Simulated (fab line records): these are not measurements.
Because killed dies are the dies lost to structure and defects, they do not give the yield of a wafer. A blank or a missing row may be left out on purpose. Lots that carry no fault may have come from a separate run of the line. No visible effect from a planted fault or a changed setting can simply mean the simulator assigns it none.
The tool behind it: which one?    flow n5_finfet    11 lots with 33 wafers sampled at 2 steps, on a route of 1938 steps

WHAT THE GAUGES SHOWED, per wafer
N5_BEOL_M15_THK_MEAS_50: measures by xrf.
lot   measured      on             M15_THK (nm)
L570  day 11 17:02  film_metro-01  871 843 860
L571  day 12 16:20  film_metro-01  845 835 834
L575  day 12 22:41  film_metro-01  844 887 838
L574  day 13 01:18  film_metro-02  832 831 867
L577  day 13 22:23  film_metro-01  835 829 819
L579  day 14 11:27  film_metro-01  869 866 865
L584  day 15 14:07  film_metro-01  879 869 876
L587  day 16 08:22  film_metro-01  898 870 852
L588  day 17 02:45  film_metro-01  859 839 830
L591  day 17 18:40  film_metro-02  862 831 830
L592  day 18 08:24  film_metro-01  851 849 842

EACH LOT AND THE TOOL THAT RAN IT (in order: tool; ch and the chambers of the sampled wafers; start)
lot   N5_BEOL_M15_ANNEAL_48
L570  rtp_anneal-02 ch 0, day 11 16:26
L571  rtp_anneal-02 ch 0, day 12 15:47
L575  rtp_anneal-02 ch 0, day 12 22:07
L574  rtp_anneal-02 ch 0, day 13 00:43
L577  rtp_anneal-01 ch 0, day 13 21:50
L579  rtp_anneal-01 ch 0, day 14 10:52
L584  rtp_anneal-02 ch 0, day 15 13:34
L587  rtp_anneal-01 ch 0, day 16 07:47
L588  rtp_anneal-02 ch 0, day 17 02:10
L591  rtp_anneal-01 ch 0, day 17 18:04
L592  rtp_anneal-01 ch 0, day 18 07:49
- N5_BEOL_M15_ANNEAL_48: time 90 s.

THE ANSWER, worked out from the rows above alone
Rule: the lots themselves supply what counts as usual. The widest of any qualifying gaps counts: lots, ordered by their means at a reading, are off when they make up no more than a third of the lots, leave a main group of 4 or more, and stand apart from it by 3 or more times the standard deviation of that group's means. A main group whose means are all the same, to the digits that the tables above print for the reading, isn't used. A lot without any number at a reading at which 4 lots or more have one is off too. Any other lot the step has rows for is counted as sound.
None of the lots is off at any reading shown; this tells nothing.

WHAT HAD BEEN PUT IN BY THE SIMULATOR
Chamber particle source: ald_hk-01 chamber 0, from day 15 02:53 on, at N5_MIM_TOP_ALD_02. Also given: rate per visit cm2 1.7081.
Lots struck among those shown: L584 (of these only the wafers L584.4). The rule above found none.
